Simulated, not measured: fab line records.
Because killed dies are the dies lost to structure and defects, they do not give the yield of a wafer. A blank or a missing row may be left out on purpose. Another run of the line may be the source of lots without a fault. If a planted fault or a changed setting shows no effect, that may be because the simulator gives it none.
A single fault, viewed from 2 desks | flow nand-harc | what lay behind the numbers comes last; until then each desk has only its own

== AT THE TOOL OWNER'S DESK: pecvd-onon-04 ==
The tool's own readings at NHARC_A_ONON_D1_DEP_22 (target thk 1000 nm): means of the sampled wafers that have a number, for each lot that ran on this tool. If a lot's mean is further than 4 standard deviations from the usual mean, the lot is out of limits and carries the mark OUT (the distance appears in the brackets).
Columns: A = susceptor-temp-C at NHARC_A_ONON_D1_DEP_22, usual 399.98 C
lot  | first seen here | A
L231 | day 8 05:55     | 399.81
L236 | day 10 12:56    | 400.15
L239 | day 11 16:13    | 400.21
L249 | day 15 20:38    | 400.05
L252 | day 16 16:03    | 400.11
L253 | day 17 11:11    | 399.92
This desk's verdict: no lot among the 6 shows anything out of limits.

== METROLOGY DESK ==
Lot by lot, what the gauges showed, no matter which tool ran the lot: averages of those sampled wafers that carry a number. If a lot's mean is further than 4 standard deviations from the usual mean, the lot is out of limits and carries the mark OUT (the distance appears in the brackets).
Columns: A = thk-nm at NHARC_A_ONON_D1_THK_MEAS_24, usual 996 nm; B = overlay-x-nm at NHARC_A_CHANNEL_HOLE_D1_OVL_MEAS_11, usual 0.2 nm; C = overlay-y-nm at NHARC_A_CHANNEL_HOLE_D1_OVL_MEAS_11, usual 0.0 nm
lot  | first seen here | A               | B    | C
L231 | day 8 06:26     | 966             | -0.4 | -1.2
L232 | day 8 19:03     | 987             | -0.9 | 0.4
L233 | day 9 02:55     | 992             | -0.3 | 0.7
L236 | day 10 13:19    | 1034            | -0.9 | -1.0
L239 | day 11 16:44    | 1051 (+5.5) OUT | -0.2 | -0.6
L245 | day 14 10:32    | 985             | 0.6  | -0.0
L246 | day 14 10:40    | 991             | 0.8  | -0.4
L247 | day 15 06:04    | 994             | -0.4 | 0.2
L248 | day 15 21:02    | 996             | 0.1  | 0.6
L249 | day 15 21:02    | 1003            | 0.7  | -0.4
L250 | day 16 04:08    | 1005            | 0.1  | -0.5
L251 | day 16 16:26    | 1007            | 0.4  | 1.1
L252 | day 16 16:26    | 1012            | 0.3  | -0.3
L253 | day 17 11:41    | 998             | 1.7  | 1.8
This desk's finding: out of limits on L239; first on L239, day 11 16:44 (thk-nm at NHARC_A_ONON_D1_THK_MEAS_24). In limits: L231, L232, L233, L236, L245, L246, L247, L248, L249, L250, L251, L252, L253.

== TAKEN TOGETHER ==
At day 11 16:44 the metrology desk could have sounded an alarm, on L239.
Nothing out of limits was seen by the tool owner's desk.
On record at the tool owner's desk: L239, within its limits.
Every lot named ran NHARC_A_ONON_D1_DEP_22 on pecvd-onon-04.

== WHAT THE SIMULATOR HAD INSERTED ==
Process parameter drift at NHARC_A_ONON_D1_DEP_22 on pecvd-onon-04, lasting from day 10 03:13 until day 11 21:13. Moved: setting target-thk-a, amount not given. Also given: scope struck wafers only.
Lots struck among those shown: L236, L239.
Hours from the fault's start to each desk's first reading out of limits: the metrology desk, 38.
